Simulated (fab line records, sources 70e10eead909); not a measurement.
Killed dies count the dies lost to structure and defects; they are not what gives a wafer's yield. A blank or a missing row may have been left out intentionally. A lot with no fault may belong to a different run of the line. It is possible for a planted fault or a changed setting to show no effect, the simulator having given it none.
Matching of chambers :: flow nand harc :: 4 sister chambers for NHARC_P_CONTACT_ALD_22 on ald metal-04
The step deposits TiN, target thk 3 nm, pulse time 1 s, ald cycles 150. 18 wafers are shown with their chamber, then 9 later ones without.

EACH WAFER AND ITS CHAMBER
wafer: L075.2
chamber: 0
heater power w (W): 1167
precursor pulse height rel: 0.993
susceptor temp C (C): 449.65

wafer: L075.3
chamber: 1
heater power w (W): 1178
precursor pulse height rel: 1.004
susceptor temp C (C): 450.07

wafer: L075.4
chamber: 1
heater power w (W): 1162
precursor pulse height rel: 0.950
susceptor temp C (C): 449.72

wafer: L076.1
chamber: 3
heater power w (W): 1221
precursor pulse height rel: 1.041
susceptor temp C (C): 450.26

wafer: L076.3
chamber: 1
heater power w (W): 1187
precursor pulse height rel: 0.977
susceptor temp C (C): 450.36

wafer: L076.4
chamber: 0
heater power w (W): 1183
precursor pulse height rel: 0.980
susceptor temp C (C): 450.02

wafer: L082.2
chamber: 3
heater power w (W): 1245
precursor pulse height rel: 0.977
susceptor temp C (C): 449.95

wafer: L082.3
chamber: 2
heater power w (W): 1173
precursor pulse height rel: 1.000
susceptor temp C (C): 449.77

wafer: L082.6
chamber: 0
heater power w (W): 1145
precursor pulse height rel: 1.019
susceptor temp C (C): 449.58

wafer: L086.1
chamber: 0
heater power w (W): 1190
precursor pulse height rel: 1.005
susceptor temp C (C): 450.22

wafer: L086.2
chamber: 1
heater power w (W): 1182
precursor pulse height rel: 0.993
susceptor temp C (C): 450.03

wafer: L086.5
chamber: 1
heater power w (W): 1162
precursor pulse height rel: 0.999
susceptor temp C (C): 449.72

wafer: L089.1
chamber: 3
heater power w (W): 1239
precursor pulse height rel: 1.000
susceptor temp C (C): 449.86

wafer: L089.4
chamber: 1
heater power w (W): 1144
precursor pulse height rel: 1.027
susceptor temp C (C): 449.87

wafer: L089.6
chamber: 2
heater power w (W): 1147
precursor pulse height rel: 0.969
susceptor temp C (C): 449.93

wafer: L090.1
chamber: 3
heater power w (W): 1248
precursor pulse height rel: 1.031
susceptor temp C (C): 449.70

wafer: L090.2
chamber: 0
heater power w (W): 1170
precursor pulse height rel: 0.985
susceptor temp C (C): 450.12

wafer: L090.5
chamber: 2
heater power w (W): 1145
precursor pulse height rel: 0.959
susceptor temp C (C): 449.73

SIGNATURES, as means of the wafers listed above
reading: heater power w
chamber 0: 1171.00
chamber 1: 1169.17
chamber 2: 1155.00
chamber 3: 1238.25
scatter within a chamber: 15.6

reading: precursor pulse height rel
chamber 0: 0.99640
chamber 1: 0.99167
chamber 2: 0.97600
chamber 3: 1.01225
scatter within a chamber: 0.0237

reading: susceptor temp C
chamber 0: 449.9180
chamber 1: 449.9617
chamber 2: 449.8100
chamber 3: 449.9425
scatter within a chamber: 0.242
Rule: a wafer's distance from a chamber is the root of the sum, over the readings, of the square of ((its reading less the chamber's mean) divided by the reading's scatter). If the next closest chamber is less than 2 further off than the closest, the wafer can't be placed; otherwise it belongs to the closest. How the scatter is found: for the shown wafers, subtract from each reading the mean of its chamber, square and add these, divide the total by (wafers less chambers), then take the root.

WAFERS MISSING THEIR CHAMBER
wafer: L093.3
heater power w (W): 1181
precursor pulse height rel: 0.996
susceptor temp C (C): 450.13

wafer: L093.4
heater power w (W): 1209
precursor pulse height rel: 0.995
susceptor temp C (C): 449.79

wafer: L093.5
heater power w (W): 1093
precursor pulse height rel: 0.999
susceptor temp C (C): 450.29

wafer: L096.3
heater power w (W): 1090
precursor pulse height rel: 1.014
susceptor temp C (C): 449.63

wafer: L096.4
heater power w (W): 1229
precursor pulse height rel: 1.051
susceptor temp C (C): 450.32

wafer: L096.6
heater power w (W): 1168
precursor pulse height rel: 1.020
susceptor temp C (C): 450.01

wafer: L097.1
heater power w (W): 1184
precursor pulse height rel: 0.993
susceptor temp C (C): 450.47

wafer: L097.4
heater power w (W): 1164
precursor pulse height rel: 1.023
susceptor temp C (C): 450.26

wafer: L097.5
heater power w (W): 1124
precursor pulse height rel: 1.030
susceptor temp C (C): 449.84

WHICH CHAMBER EACH ONE RAN IN
wafer: L093.3
from the rows above: can't be placed: 1 or 0 or 2
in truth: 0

wafer: L093.4
from the rows above: can't be placed: 3 or 0 or 1 or 2
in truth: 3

wafer: L093.5
from the rows above: can't be placed: 2 or 1 or 0
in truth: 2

wafer: L096.3
from the rows above: can't be placed: 2 or 1 or 0
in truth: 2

wafer: L096.4
from the rows above: 3
in truth: 3

wafer: L096.6
from the rows above: can't be placed: 0 or 1 or 2
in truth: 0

wafer: L097.1
from the rows above: can't be placed: 1 or 0 or 2 or 3
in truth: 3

wafer: L097.4
from the rows above: can't be placed: 1 or 0 or 2
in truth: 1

wafer: L097.5
from the rows above: can't be placed: 2 or 0 or 1
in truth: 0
Correctly placed: 1 of 9. Can't be placed from these rows: 8 (the true chamber is among the candidates in 8). 0 placed wrongly.
